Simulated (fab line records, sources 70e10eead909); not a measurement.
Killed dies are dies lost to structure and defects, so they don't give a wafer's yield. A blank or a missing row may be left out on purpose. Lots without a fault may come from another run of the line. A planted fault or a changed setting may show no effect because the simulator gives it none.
Tool commonality check | flow nand_harc | 3 lots, 9 wafers sampled

WHY IT WAS OPENED
At NHARC_END_SORT_01 the reading killed_at_array is flagged on 3 of 3 lots. Wafers without a fault read 63, standard deviation 18.
Rule: a lot is flagged when every wafer of it that has a number lies more than 4 standard deviations from that mean, or none has a number. The other lots count as sound.

lot  | measured     | on        | killed_at_array, wafer by wafer | flag
L619 | day 31 08:58 | prober-01 | 670 670 669                     | FLAGGED
L622 | day 31 16:52 | prober-02 | 668 674 673                     | FLAGGED
L618 | day 31 17:33 | prober-01 | 674 669 675                     | FLAGGED
The numbers of the flagged lots are 671 on average: +608 against the usual, or +34 standard deviations.

WHICH TOOL RAN EACH LOT
The record holds 3 process steps before the reading, out of a route of 1302 steps. In each cell: the tool, then ch and the chambers that the sampled wafers went through, then the start.
lot  | flag    | NHARC_A_STAIRCASE_STRIP_446          | NHARC_A_STAIRCASE_CMP_450     | NHARC_A_STAIRCASE_CMP_472
L619 | FLAGGED | plasma_asher-02 ch 0,1, day 23 09:58 | cmp-04 ch 0,2,3, day 23 10:46 | cmp-03 ch 1,2,3, day 23 12:22
L622 | FLAGGED | plasma_asher-01 ch 0,1, day 23 09:54 | cmp-01 ch 0,1,3, day 23 10:42 | cmp-04 ch 0,1, day 23 12:19
L618 | FLAGGED | plasma_asher-02 ch 0,1, day 22 19:40 | cmp-01 ch 0,1, day 22 20:25   | cmp-04 ch 0,3, day 22 21:58
What these steps do:
- NHARC_A_STAIRCASE_STRIP_446: strips in O2.
- NHARC_A_STAIRCASE_CMP_450: polishes SiO2, target thk 200 nm.
- NHARC_A_STAIRCASE_CMP_472: polishes SiO2.
- NHARC_END_SORT_01

FLAGGED OVER TOTAL, TOOL BY TOOL (the gauges that took the reading come last)
step                        | tool            | lots run | flagged | share of the flagged lots | sound lots run after its first flagged lot
NHARC_A_STAIRCASE_STRIP_446 | plasma_asher-01 | 1        | 1       | some                      | 0
NHARC_A_STAIRCASE_STRIP_446 | plasma_asher-02 | 2        | 2       | some                      | 0
NHARC_A_STAIRCASE_CMP_450   | cmp-01          | 2        | 2       | some                      | 0
NHARC_A_STAIRCASE_CMP_450   | cmp-04          | 1        | 1       | some                      | 0
NHARC_A_STAIRCASE_CMP_472   | cmp-03          | 1        | 1       | some                      | 0
NHARC_A_STAIRCASE_CMP_472   | cmp-04          | 2        | 2       | some                      | 0
NHARC_END_SORT_01           | prober-01       | 2        | 2       | some                      | 0
NHARC_END_SORT_01           | prober-02       | 1        | 1       | some                      | 0

WHAT THE TABLE ALLOWS
No row of the table ran every flagged lot.

WHAT THE SIMULATOR HAD PUT IN
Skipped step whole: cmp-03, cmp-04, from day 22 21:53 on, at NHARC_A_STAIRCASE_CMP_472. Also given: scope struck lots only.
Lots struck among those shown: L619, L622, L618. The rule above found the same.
